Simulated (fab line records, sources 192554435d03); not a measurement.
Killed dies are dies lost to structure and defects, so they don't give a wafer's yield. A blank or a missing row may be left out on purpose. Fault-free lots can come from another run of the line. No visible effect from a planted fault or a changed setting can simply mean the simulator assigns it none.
fab line records	flow n5_finfet
[record] lots = 6	wafers = 16	last_day = 17
route steps=1938 shown BEOL_M0_CUTY@701 BEOL_M0@715 BEOL_M4@1111 PASSIVATION@1936
lots that met no fault: from a run of the same line without faults
start_h: hours from the record's opening day to when the first of the lot's shown wafers began	wait_h: how many hours have passed since the lot's step before this one	" as in the row above	L1.1+2: a single row standing in for several wafers	- no value, or no start was given	* or withheld: withheld	< > ~ a bound
route shown NAME@n: a module of which the file shows steps, and the number in the route of the first	usual: mean and standard deviation over wafers with no fault	same: alike in all rows	chamber/n: place in a boat	sites: each site's reading	_std_site: their standard deviation	_edge_site: the outer-site mean with the inner-site mean subtracted	radius_mm: how far each site lies from the wafer's centre	mask NAME#n: copy n	behind: tool/chamber where the wafer was last shaped	hold: why the lot went on hold/how many hours it stayed there/how the hold came to an end	device: transistor that didn't switch, given as n, p or np	end of line: the tests these same wafers got at the end of their route	a step without rows: its recipe alone	killed: the dies lost at the first sort to structure and to defects; this is not the yield of the wafer	map: shows each die of a wafer: x if killed, . if not, _ if none is there
set.NAME: setting as actually run; set.NAME@STEP: the setting as run at that earlier step	model.NAME: the simulator's own value behind a step, which no gauge read
a table for each step, a row for each wafer; lots at some steps of the route
services: from which hour (start_h, from the record's first day; less than 0 if before it) a tool's chamber was out of use, for how many hours, and why
[[steps]]
[step N5_BEOL_M0_CUTY_COAT_50]
[recipe] resist = SiARC	temp_c = 220	time_s = 60	spin_rpm = 1500	resist_thk_nm = 15
[step N5_BEOL_M0_CUTY_COAT_51]
[recipe] resist = CAR-ArF-block	spin_rpm = 1500	resist_thk_nm = 150
[step N5_BEOL_M0_CUTY_EBR_52]
[recipe] solvent = PGMEA	ebr_width_mm = 1.5
[step N5_BEOL_M0_CUTY_SOFTBAKE_53]
[recipe] temp_c = 110	time_s = 60	resist = CAR-ArF-block
[step N5_BEOL_M0_CUTY_EXPOSE_54]
[recipe] mask_id = M0_ABLK	na = 1.35	source_shape = conventional	sigma_outer = 0.8	polarization = unpolarized	dose_mj = 36
[step N5_BEOL_M0_CUTY_PEB_55]
[recipe] peb_temp_c = 110	peb_time_s = 60	resist = CAR-ArF-block
[step N5_BEOL_M0_CUTY_DEVELOP_56]
[recipe] develop_time_s = 30	developer = TMAH	resist = CAR-ArF-block	rinse_liquid = diw	dry = air_spin	dev_temp_c = 23
[step N5_BEOL_M0_CUTY_CD_MEAS_57]
[recipe] target_cd_nm = 200	landing_energy_ev = 500	detector = se_inlens	polarity = line
[usual] cd_nm = 199.7/0.84
[same] landing_energy_ev = 500
lot.wafer	tool	chamber	start_h	wait_h	cd_nm
L338.1	cd_sem-02	0	117.85	-	200.3
L338.2	"	0	"	"	201.0
L338.6	"	0	"	"	200.6
L344.1	cd_sem-03	0	146.41	-	200.0
L344.3	"	0	"	"	198.8
L344.5	"	0	"	"	199.0
L351.5	cd_sem-01	0	197.00	-	199.9
L351.6	"	0	"	"	200.9
L357.4	cd_sem-03	0	228.96	-	200.8
L357.6	"	0	"	"	201.2
L359.3	cd_sem-01	0	242.42	-	200.0
L359.5	"	0	"	"	199.6
L359.6	"	0	"	"	200.1
L360.2	cd_sem-01	0	247.30	-	200.5
L360.3	"	0	"	"	199.8
L360.4	"	0	"	"	199.0
[step N5_BEOL_M0_CUTY_OVL_MEAS_58]
[recipe] points_per_wafer = 44
[usual] M0_ABLK_OVL = -0.4/0.71
lot.wafer	tool	chamber	start_h	wait_h	M0_ABLK_OVL[nm]
L338.1	overlay-01	0	117.88	0.0	0.8
L338.2	"	0	"	"	0.5
L338.6	"	0	"	"	0.8
L344.1	overlay-02	0	146.44	0.0	-0.7
L344.3	"	0	"	"	-1.4
L344.5	"	0	"	"	-0.4
L351.5	overlay-01	0	197.02	0.0	-1.4
L351.6	"	0	"	"	-1.8
L357.4	overlay-02	0	228.98	0.0	-1.4
L357.6	"	0	"	"	0.1
L359.3	overlay-02	0	242.45	0.0	-0.9
L359.5	"	0	"	"	0.4
L359.6	"	0	"	"	-0.7
L360.2	overlay-01	0	247.33	0.0	-0.3
L360.3	"	0	"	"	-1.3
L360.4	"	0	"	"	-0.6
[step N5_BEOL_M0_CUTY_INSPECT_59]
[recipe] mode = adi	inspect_instrument = macro
[usual] raw_defect_count = 2.0/1.3
lot.wafer	tool	chamber	start_h	wait_h	raw_defect_count
L338.1	defect_inspect-02	-	117.90	0.0	4
L338.2	"	-	"	"	4
L338.6	"	-	"	"	1
L344.1	defect_inspect-02	-	146.46	0.0	1
L344.3	"	-	"	"	3
L344.5	"	-	"	"	0
L351.5	defect_inspect-01	-	197.05	0.0	2
L351.6	"	-	"	"	1
L357.4	defect_inspect-02	-	229.01	0.0	3
L357.6	"	-	"	"	2
L359.3	defect_inspect-02	-	242.48	0.0	0
L359.5	"	-	"	"	1
L359.6	"	-	"	"	2
L360.2	defect_inspect-01	-	247.35	0.0	1
L360.3	"	-	"	"	0
L360.4	"	-	"	"	1
[step N5_BEOL_M0_CUTY_DESCUM_61]
[recipe] chemistry = O2	time_s = 7.9	source_power_w = 50	bias_power_w = 20	pressure_mtorr = 20	rf_frequency_hz = 2.712e+07	temp_c = 40	resist = CAR-ArF-block	o2_flow_sccm = 225
[usual] drypump_motor_current_A = 5.60/0.29	oes_product_au = 0.79/0.084	rf_vpp_V = 242.6/1.1	showerhead_plenum_p_Torr = 2.05/0.055	throttle_valve_pct = 20.43/0.24
lot.wafer	tool	chamber	start_h	wait_h	drypump_motor_current_A	oes_product_au	rf_hours_counter_h	rf_vpp_V	showerhead_plenum_p_Torr	throttle_valve_pct
L338.1	rie_diel-06	1	117.94	0.0	5.41	0.94	16	243.8	2.14	20.29
L338.2	"	3	"	"	5.93	0.70	199	242.0	1.99	20.64
L338.6	"	1	"	"	5.41	0.93	-	242.7	2.14	20.29
L344.1	rie_diel-03	0	146.50	0.0	5.09	0.69	226	243.9	2.16	20.32
L344.3	"	2	"	"	5.72	0.93	33	243.5	2.12	20.14
L344.5	"	1	"	"	5.23	0.80	-	242.8	2.05	20.46
L351.5	rie_diel-06	3	197.10	0.0	5.93	0.68	-	241.6	1.98	20.67
L351.6	"	0	"	"	6.04	0.86	-	242.9	2.04	20.16
L357.4	rie_diel-06	1	229.04	0.0	5.42	0.87	50	243.1	2.13	20.34
L357.6	"	0	"	"	6.01	0.85	-	242.6	2.03	20.19
L359.3	rie_diel-03	0	242.56	0.1	5.06	0.96	1	245.2	2.15	19.96
L359.5	"	2	"	"	5.74	0.86	-	243.9	2.11	20.21
L359.6	"	1	"	"	5.22	0.78	-	241.8	2.04	20.54
L360.2	rie_diel-02	1	247.67	0.3	5.17	0.73	154	242.1	2.00	20.94
L360.3	"	2	"	"	5.67	0.70	240	243.4	2.04	20.59
L360.4	"	3	"	"	5.76	0.90	-	244.2	2.05	20.40
[step N5_BEOL_M0_CUTY_ETCH_62]
[recipe] chemistry = CF4	target = SiARC	mask_material = CAR-ArF-block	time_s = 58.5	ion_energy_ev = 80	pressure_mtorr = 40	source_w = 545	bias_w = 36	Ar_flow_sccm = 100	cf4_flow_sccm = 100	ends = cleared
[usual] drypump_motor_current_A = 5.60/0.29	etch_rf_on_time_s = 58.9/1.8	oes_product_au = 0.68/0.071	rf_vpp_V = 183.7/0.99	showerhead_plenum_p_Torr = 2.11/0.053	throttle_valve_pct = 15.63/0.24
lot.wafer	tool	chamber	start_h	wait_h	drypump_motor_current_A	etch_rf_on_time_s	oes_product_au	rf_hours_counter_h	rf_vpp_V	showerhead_plenum_p_Torr	throttle_valve_pct
L338.1	rie_diel-06	1	117.97	0.0	5.40	57.3	0.81	16	185.0	2.18	15.40
L338.2	"	3	"	"	5.92	59.3	0.60	199	184.5	2.04	15.85
L338.6	"	1	"	"	5.40	57.3	0.80	-	184.5	2.18	15.40
L344.1	rie_diel-03	0	146.54	0.0	5.09	57.2	0.60	226	186.3	2.21	15.60
L344.3	"	2	"	"	5.71	60.7	0.77	33	184.0	2.19	15.41
L344.5	"	1	"	"	5.22	60.2	0.69	-	182.3	2.07	15.45
L351.5	rie_diel-06	3	197.14	0.0	5.94	59.0	0.59	-	183.1	2.04	15.90
L351.6	"	0	"	"	6.08	61.2	0.73	-	184.7	2.08	15.34
L357.4	rie_diel-06	1	229.08	0.0	5.42	57.6	0.74	50	183.9	2.17	15.48
L357.6	"	0	"	"	6.02	62.0	0.72	-	183.2	2.08	15.36
L359.3	rie_diel-03	0	242.59	0.0	5.08	57.1	0.83	1	183.7	2.20	15.15
L359.5	"	2	"	"	5.71	61.8	0.71	-	183.7	2.18	15.50
L359.6	"	1	"	"	5.22	59.4	0.66	-	182.5	2.05	15.52
L360.2	rie_diel-02	1	247.70	0.0	5.24	58.2	0.63	154	183.4	2.07	16.09
L360.3	"	2	"	"	5.65	57.4	0.60	240	183.7	2.10	15.89
L360.4	"	3	"	"	5.76	57.7	0.76	-	183.4	2.09	15.46
[step N5_BEOL_M0_CUTY_ETCH_63]
[recipe] chemistry = N2/H2	target = SOC	target_depth_a = 827	overetch_a = 165	mask_material = SiARC	temp_c = 40	ion_energy_ev = 200	time_s = 124	pressure_mtorr = 30	source_w = 840	bias_w = 150	n2_flow_sccm = 200	h2_flow_sccm = 200
[usual] drypump_motor_current_A = 5.60/0.29	oes_product_au = 0.66/0.067	rf_vpp_V = 522.9/1.9	showerhead_plenum_p_Torr = 2.51/0.067	throttle_valve_pct = 17.9/0.31
lot.wafer	tool	chamber	start_h	wait_h	drypump_motor_current_A	oes_product_au	rf_hours_counter_h	rf_vpp_V	showerhead_plenum_p_Torr	throttle_valve_pct	model.SiO2_of_BEOL_M0_SAQP_SPACER2_ALD_26.thk_nm
L338.1	rie_diel-06	1	118.02	0.0	5.41	0.76	16	525.4	2.61	17.6	7
L338.2	"	3	"	"	5.94	0.59	199	519.6	2.41	17.9	7
L338.6	"	1	"	"	5.40	0.77	-	523.4	2.61	17.6	7
L344.1	rie_diel-03	0	146.58	0.0	5.10	0.56	226	525.9	2.63	17.7	7
L344.3	"	2	"	"	5.72	0.74	33	525.0	2.57	17.4	7.2
L344.5	"	1	"	"	5.21	0.67	-	520.9	2.43	17.4	7.4
L351.5	rie_diel-06	3	197.22	0.1	5.91	0.57	-	521.3	2.40	17.9	7.2
L351.6	"	0	"	"	6.06	0.78	-	522.2	2.47	17.5	7.6
L357.4	rie_diel-06	1	229.12	0.0	5.42	0.78	50	525.1	2.59	17.7	7.4
L357.6	"	0	"	"	6.01	0.77	-	521.0	2.47	17.5	7.6
L359.3	rie_diel-03	0	242.64	0.0	5.09	0.78	1	524.5	2.61	17.3	6.8
L359.5	"	2	"	"	5.73	0.70	-	523.4	2.56	17.5	7.2
L359.6	"	1	"	"	5.22	0.64	-	522.5	2.41	17.5	7
L360.2	rie_diel-02	1	247.75	0.0	5.19	0.60	154	521.3	2.44	18.3	7.2
L360.3	"	2	"	"	5.69	0.56	240	523.5	2.50	18.2	7
L360.4	"	3	"	"	5.74	0.71	-	522.9	2.51	18.0	7
[step N5_BEOL_M0_CUTY_STRIP_64]
[recipe] chemistry = N2/H2	temp_c = 40	n2_flow_sccm = 200	h2_flow_sccm = 200	rf_frequency_hz = 6e+07
[step N5_BEOL_M0_ETCH_138]
[recipe] chemistry = CH3F/O2	target_depth_a = 120	target = SiCN	time_s = 31.6	ion_energy_ev = 120	pressure_mtorr = 30	source_w = 395	bias_w = 75	Ar_flow_sccm = 150	CH3F_flow_sccm = 30	O2_flow_sccm = 20	ends = cleared
[usual] drypump_motor_current_A = 5.59/0.29	etch_rf_on_time_s = 29.6/1	oes_product_au = 0.68/0.072	rf_vpp_V = 296.8/1.3	showerhead_plenum_p_Torr = 1.96/0.054	throttle_valve_pct = 16.32/0.25
lot.wafer	tool	chamber	start_h	wait_h	drypump_motor_current_A	etch_rf_on_time_s	oes_product_au	rf_hours_counter_h	rf_vpp_V	showerhead_plenum_p_Torr	throttle_valve_pct
L338.1	rie_diel-06	1	118.14	0.0	5.41	29.6	0.80	16	297.2	2.05	16.15
L338.2	"	3	"	"	5.92	29.5	0.60	199	294.8	1.90	16.54
L338.6	"	1	"	"	5.40	29.6	0.81	-	299.2	2.05	16.14
L344.1	rie_diel-03	0	146.71	0.0	5.08	29.4	0.59	226	298.4	2.06	16.27
L344.3	"	2	"	"	5.71	29.5	0.78	34	298.1	2.04	16.12
L344.5	"	1	"	"	5.23	30.4	0.69	-	295.3	1.92	16.12
L351.5	rie_diel-06	3	197.32	0.0	5.94	30.1	0.59	-	295.0	1.89	16.54
L351.6	"	0	"	"	6.06	30.6	0.73	-	296.9	1.93	15.99
L357.4	rie_diel-06	1	229.25	0.0	5.42	28.8	0.74	50	297.8	2.03	16.22
L357.6	"	0	"	"	6.03	30.5	0.72	-	296.8	1.93	16.01
L359.3	rie_diel-03	0	242.76	0.0	5.10	27.7	0.84	1	297.6	2.05	15.84
L359.5	"	2	"	"	5.73	30.6	0.72	-	298.7	2.03	16.17
L359.6	"	1	"	"	5.20	29.6	0.67	-	295.1	1.91	16.18
L360.2	rie_diel-02	1	247.87	0.0	5.23	28.9	0.63	154	295.7	1.94	16.90
L360.3	"	2	"	"	5.68	28.0	0.60	240	295.3	1.95	16.48
L360.4	"	3	"	"	5.76	28.1	0.77	-	295.8	1.95	16.19
[step N5_BEOL_M0_HM_OPEN_105]
[recipe] chemistry = Cl2/BCl3	target_depth_a = 120	target = TiN	ion_energy_ev = 150	pressure_mtorr = 10	icp_w = 1000	bias_w = 126	Cl2_flow_sccm = 53.25	bcl3_flow_sccm = 21.75	Ar_flow_sccm = 25
[usual] drypump_motor_current_A = 5.5/0.48	oes_product_au = 0.81/0.13	throttle_valve_pct = 22.16/0.21
lot.wafer	tool	chamber	start_h	wait_h	drypump_motor_current_A	oes_product_au	rf_hours_counter_h	throttle_valve_pct	model.SiO2_of_BEOL_M0_SAQP_SPACER2_ALD_26.thk_nm
L338.1	rie_metal-02	1	118.81	0.6	4.7	0.67	94	22.42	2.6
L338.2	"	1	"	"	4.7	0.67	-	22.44	2.6
L338.6	"	1	"	"	4.7	0.67	-	22.44	2.4
L344.1	rie_metal-03	1	148.26	1.5	6.0	0.95	6	21.83	2.6
L344.3	"	0	"	"	6.0	0.70	-	22.31	3
L344.5	"	1	"	"	6.0	0.94	-	21.83	2.8
L351.5	rie_metal-03	0	198.71	1.3	6.0	0.68	-	22.34	2.8
L351.6	"	1	"	"	6.0	0.92	-	21.83	3.2
L357.4	rie_metal-01	0	230.18	0.9	5.6	0.94	-	22.05	3
L357.6	"	0	"	"	5.6	0.94	-	22.08	3.2
L359.3	rie_metal-03	1	244.43	1.6	6.0	0.89	-	21.85	2.6
L359.5	"	0	"	"	6.1	0.68	-	22.33	2.8
L359.6	"	1	"	"	6.0	0.89	-	21.86	2.6
L360.2	rie_metal-02	1	248.08	0.2	4.7	0.65	104	22.43	2.6
L360.3	"	0	"	"	5.6	0.89	-	22.02	2.6
L360.4	"	1	"	"	4.7	0.65	-	22.46	2.6
[step N5_BEOL_M0_STRIP_140]
[recipe] chemistry = CF4	resist = SiARC	power_w = 300	bias_power_w = 75	pressure_mtorr = 50	cf4_flow_sccm = 150	rf_frequency_hz = 6e+07
[usual] drypump_motor_current_A = 5.61/0.29	oes_product_au = 0.78/0.082	rf_vpp_V = 270.7/1.7	showerhead_plenum_p_Torr = 1.77/0.043	throttle_valve_pct = 13.63/0.25
lot.wafer	tool	chamber	start_h	wait_h	drypump_motor_current_A	oes_product_au	rf_hours_counter_h	rf_vpp_V	showerhead_plenum_p_Torr	throttle_valve_pct
L338.1	rie_diel-06	3	119.14	0.3	5.92	0.70	199	270.6	1.72	13.84
L338.2	"	2	"	"	5.52	0.86	56	271.1	1.83	13.41
L338.6	"	0	"	"	6.05	0.90	-	272.7	1.76	13.29
L344.1	rie_diel-03	2	148.43	0.1	5.71	0.91	34	273.7	1.84	13.38
L344.3	"	0	"	"	5.09	0.69	226	271.3	1.85	13.62
L344.5	"	1	"	"	5.22	0.81	-	267.8	1.74	13.46
L351.5	rie_diel-06	1	198.81	0.1	5.42	0.88	-	273.8	1.82	13.40
L351.6	"	2	"	"	5.54	0.83	-	271.5	1.82	13.48
L357.4	rie_diel-02	0	230.30	0.1	5.68	0.70	231	268.1	1.72	13.95
L357.6	"	0	"	"	5.67	0.71	-	268.4	1.72	13.95
L359.3	rie_diel-02	0	244.55	0.1	5.70	0.71	236	268.9	1.71	13.93
L359.5	"	0	"	"	5.67	0.71	-	269.4	1.71	13.96
L359.6	"	1	"	"	5.19	0.72	-	270.7	1.72	13.98
L360.2	rie_diel-03	1	248.28	0.1	5.20	0.77	143	270.9	1.73	13.59
L360.3	"	3	"	"	5.91	0.71	192	271.9	1.77	13.58
L360.4	"	2	"	"	5.70	0.85	71	270.7	1.83	13.45
[step N5_BEOL_M4_RC_MEAS_101]
[usual] DIBL_N = 35.9/2.5	DIBL_P = 36.0/3	IOFF_N = 0.16/0.047	IOFF_P = 0.21/0.047	ION_N = 671/14	ION_P = 460/8.8	SS_N = 71.5/0.73	SS_P = 73.2/0.91	VT_N = 250/4.3	VT_P = -251/3.6
lot.wafer	tool	chamber	start_h	wait_h	DIBL_N[mV/V]	DIBL_P[mV/V]	IOFF_N[nA/um]	IOFF_P[nA/um]	ION_N[uA/um]	ION_P[uA/um]	SS_N[mV/dec]	SS_P[mV/dec]	VT_N[mV]	VT_P[mV]
L338.1	prober-02	0	162.25	0.0	34.2	32.5	0.13	0.15	653	444	71.4	72.6	255	-256
L338.2	"	0	"	"	30.9	30.8	0.09	0.15	653	455	70.0	72.1	254	-257
L338.6	"	0	"	"	32.2	31.4	0.10	0.15	654	451	70.8	71.9	256	-258
L344.1	prober-02	0	191.23	0.0	39.0	39.8	0.21	0.28	673	460	71.8	74.8	245	-246
L344.3	"	0	"	"	32.2	30.7	0.10	0.15	666	461	69.8	71.3	257	-255
L344.5	"	0	"	"	36.7	36.2	0.16	0.22	675	464	71.0	74.2	249	-246
L351.5	prober-02	0	247.89	0.6	37.8	41.4	0.20	0.25	681	464	70.7	74.8	245	-248
L351.6	"	0	"	"	33.5	35.1	0.13	0.17	659	449	70.6	71.6	249	-254
L357.4	prober-01	0	280.61	0.5	39.0	39.9	0.21	0.27	689	471	72.6	74.7	246	-246
L357.6	"	0	"	"	37.2	38.1	0.17	0.25	676	468	72.1	73.2	250	-249
L359.3	prober-01	0	291.67	0.3	37.1	38.3	0.19	0.26	674	463	72.3	73.9	248	-246
L359.5	"	0	"	"	34.0	33.3	0.13	0.19	666	459	70.3	72.6	252	-252
L359.6	"	0	"	"	35.0	34.8	0.14	0.20	671	466	71.8	72.5	253	-250
L360.2	prober-02	0	300.39	0.2	33.6	34.4	0.12	0.19	666	462	71.9	72.9	254	-254
L360.3	"	0	"	"	33.0	31.9	0.10	0.16	639	445	71.5	72.4	259	-256
L360.4	"	0	"	"	32.1	31.8	0.10	0.15	653	457	70.9	71.6	257	-257
[step N5_PASSIVATION_PROBE_49]
[usual] defect_limited_yield = 91.4/1.4	killed_at_M0_to_M3 = 34/8.9	killed_at_M4_up = 13/4.6	killed_at_contacts = 12/5.5	killed_at_front_end = 41/11	killed_at_other = 3.1/2.9	killed_dies = 102/16	killed_open = 66/11	killed_short = 34/7.6	sort_bin_5_function = 5.1/0.89	sort_bin_6_memory = 3.2/0.61	sort_bin_8_speed = 0.02/0.12	sort_n_pass = 1078/16
[same] gross_dies = 1180	killed_at_back_side = 0	sort_bin_4_leakage[%] = 0
lot.wafer	tool	chamber	start_h	wait_h	defect_limited_yield[%]	killed_at_M0_to_M3	killed_at_M4_up	killed_at_contacts	killed_at_front_end	killed_at_other	killed_dies	killed_open	killed_short	sort_bin_5_function[%]	sort_bin_6_memory[%]	sort_bin_8_speed[%]	sort_n_pass
L338.1	prober-02	-	264.46	0.0	90.4	35	8	20	45	5	113	74	39	5.3	3.9	0.08	1066
L338.2	prober-02	-	264.51	0.1	91.7	29	13	8	45	3	98	53	45	4.5	3.5	0	1082
L338.6	prober-02	-	264.71	0.3	90.7	42	5	22	37	4	110	68	41	4.4	4.2	0	1070
L344.1	prober-01	-	297.23	0.0	92.0	25	14	4	44	7	94	57	35	4.8	2.6	0	1086
L344.3	prober-01	-	297.33	0.1	91.5	32	13	12	40	3	100	64	35	4.9	3.4	0.08	1080
L344.5	prober-01	-	297.43	0.2	91.3	28	18	15	41	1	103	62	39	5.4	3.1	0	1077
L351.5	prober-02	-	346.42	0.2	92.3	31	13	16	30	1	91	66	25	4.7	2.9	0	1089
L351.6	prober-02	-	346.47	0.3	92.5	39	12	8	29	1	89	48	41	4.7	2.3	0	1091
L359.3	prober-02	-	392.02	0.1	92.2	42	9	7	32	2	92	50	42	4.2	3.2	0	1088
L359.5	prober-02	-	392.12	0.2	93.9	25	6	10	27	4	72	45	27	3.5	2.3	0	1108
L359.6	prober-02	-	392.17	0.3	93.1	36	14	15	17	0	82	56	25	3.9	2.5	0	1098
// killed by level:class
L338.1 MOL_CONTACT_COAG:geometric_particle:open=16 BEOL_M3:geometric_particle:open=11 STI_FIN_REVEAL:geometric_particle:open=9 ILD0:geometric_particle:short=9 BEOL_M0_SAQP:geometric_particle:open=8 GATE_CUT:geometric_particle:short=6 ILD0:geometric_particle:open=6 BEOL_M0_SAQP:geometric_particle:short=6
L338.2 FIN_SAQP:geometric_particle:short=10 BEOL_M0_SAQP:geometric_particle:open=9 GATE_CUT:geometric_particle:short=7 MOL_CONTACT_COAG:geometric_particle:open=7 FIN_SAQP:geometric_particle:open=6 BEOL_M0_SAQP:geometric_particle:short=6 BEOL_M2:geometric_particle:short=5 BEOL_M2:geometric_particle:open=5
L338.6 MOL_CONTACT_COAG:geometric_particle:open=16 FIN_SAQP:geometric_particle:short=15 BEOL_M1:geometric_particle:open=10 BEOL_M2:geometric_particle:open=10 BEOL_M3:geometric_particle:open=9 MOL_CONTACT_COAG:geometric_particle:short=6 BEOL_M0_SAQP:geometric_particle:open=5 FIN_SAQP:geometric_particle:open=4
L344.1 GATE_CUT:geometric_particle:open=10 GATE_CUT:geometric_particle:short=9 BEOL_M4:geometric_particle:open=6 FIN_SAQP:geometric_particle:short=5 STI_FIN_REVEAL:geometric_particle:open=5 BEOL_M0_SAQP:geometric_particle:open=5 BEOL_M3:geometric_particle:open=5 FIN_SAQP:geometric_particle:open=4
L344.3 STI_FIN_REVEAL:geometric_particle:open=12 BEOL_M0_SAQP:geometric_particle:open=10 MOL_CONTACT_COAG:geometric_particle:open=9 BEOL_M0_SAQP:geometric_particle:short=9 STI_FIN_REVEAL:geometric_particle:short=6 BEOL_M2:geometric_particle:open=5 FIN_SAQP:geometric_particle:short=4 GATE_CUT:geometric_particle:short=4
L344.5 MOL_CONTACT_COAG:geometric_particle:open=12 STI_FIN_REVEAL:geometric_particle:open=11 BEOL_M0_SAQP:geometric_particle:open=10 GATE_CUT:geometric_particle:short=9 BEOL_M4:geometric_particle:open=9 BEOL_M0_SAQP:geometric_particle:short=8 FIN_SAQP:geometric_particle:open=6 FIN_SAQP:geometric_particle:short=6
L351.5 MOL_CONTACT_COAG:geometric_particle:open=13 BEOL_M0_SAQP:geometric_particle:open=10 FIN_SAQP:geometric_particle:open=8 STI_FIN_REVEAL:geometric_particle:open=8 BEOL_M0_SAQP:geometric_particle:short=7 BEOL_M1:geometric_particle:open=5 BEOL_M2:geometric_particle:open=5 BEOL_M4:geometric_particle:short=4
L351.6 BEOL_M0_SAQP:geometric_particle:short=16 FIN_SAQP:geometric_particle:open=8 BEOL_M0_SAQP:geometric_particle:open=8 MOL_CONTACT_COAG:geometric_particle:open=7 STI_FIN_REVEAL:geometric_particle:open=5 BEOL_M1:geometric_particle:short=5 FIN_SAQP:geometric_particle:short=4 DUMMY_GATE:geometric_particle:open=3
L359.3 BEOL_M0_SAQP:geometric_particle:open=15 BEOL_M0_SAQP:geometric_particle:short=11 FIN_SAQP:geometric_particle:open=5 GATE_CUT:geometric_particle:short=5 MOL_CONTACT_COAG:geometric_particle:open=5 BEOL_M1:geometric_particle:open=5 FIN_SAQP:geometric_particle:short=4 FIN_CUT:geometric_particle:short=4
L359.5 STI_FIN_REVEAL:geometric_particle:open=6 MOL_CONTACT_COAG:geometric_particle:open=6 BEOL_M0_SAQP:geometric_particle:short=6 BEOL_M0_SAQP:geometric_particle:open=5 BEOL_M3:geometric_particle:open=5 MOL_CONTACT_COAG:geometric_particle:short=4 STI_FIN_REVEAL:geometric_particle:short=3 GATE_CUT:geometric_particle:open=3
L359.6 MOL_CONTACT_COAG:geometric_particle:open=11 BEOL_M0_SAQP:geometric_particle:open=10 BEOL_M0_SAQP:geometric_particle:short=9 BEOL_M2:geometric_particle:open=7 BEOL_M1:geometric_particle:open=5 FIN_SAQP:geometric_particle:short=4 MOL_CONTACT_COAG:geometric_particle:short=4 BEOL_M4:geometric_particle:open=4
[[services]]
tool	chamber	start_h	hours	kind
rie_metal-02	0	101.59	-	clean
rie_metal-02	0	101.59	17.6	scheduled_down
rie_metal-02	0	101.59	17.6	vent_cycle
rie_diel-02	1	112.26	2.7	repair
rie_diel-02	3	116.22	-	clean
rie_diel-02	3	116.22	-	consumable_replace:focus_ring
rie_diel-02	3	116.22	31.6	scheduled_down
rie_diel-02	3	116.22	31.6	vent_cycle
rie_diel-06	3	143.16	8.3	repair
rie_metal-03	-	149.00	0.4	repair
rie_metal-01	0	159.85	-	clean
rie_metal-01	0	159.85	12.2	scheduled_down
rie_metal-01	0	159.85	12.2	vent_cycle
rie_diel-06	-	174.34	14.6	pm
rie_diel-02	-	198.01	0.6	repair
rie_diel-02	1	204.08	6.8	repair
rie_diel-03	0	211.06	-	clean
rie_diel-03	0	211.06	-	consumable_replace:focus_ring
rie_diel-03	0	211.06	26.7	scheduled_down
rie_diel-03	0	211.06	26.7	vent_cycle
rie_diel-02	-	223.96	2.3	repair
rie_diel-03	2	228.06	8.4	repair
rie_diel-06	2	235.93	8.0	repair
rie_diel-02	0	246.25	4.4	repair
[[key]]
first_sign none at tools or gauges
[model_effect] step = N5_BEOL_M0_CUTY_ETCH_63	value = SiO2_of_BEOL_M0_SAQP_SPACER2_ALD_26.thk_nm	without = 7.133	struck = 7.533
[model_effect] step = N5_BEOL_M0_HM_OPEN_105	value = SiO2_of_BEOL_M0_SAQP_SPACER2_ALD_26.thk_nm	without = 2.733	struck = 3.133
met_at N5_BEOL_M0_CUTY_ETCH_63
struck_wafers L351.6,L357.4,L357.6
onset_between 118.02 197.22
[fault] kind = process_parameter_drift	tool = rie_diel-06	chamber = -	onset_h = 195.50	steps = N5_BEOL_M0_CUTY_ETCH_63	channel = time_s	offset = *	shape = step	end_h = 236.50	scope = struck_wafers_only	acts_in = *	stated = *
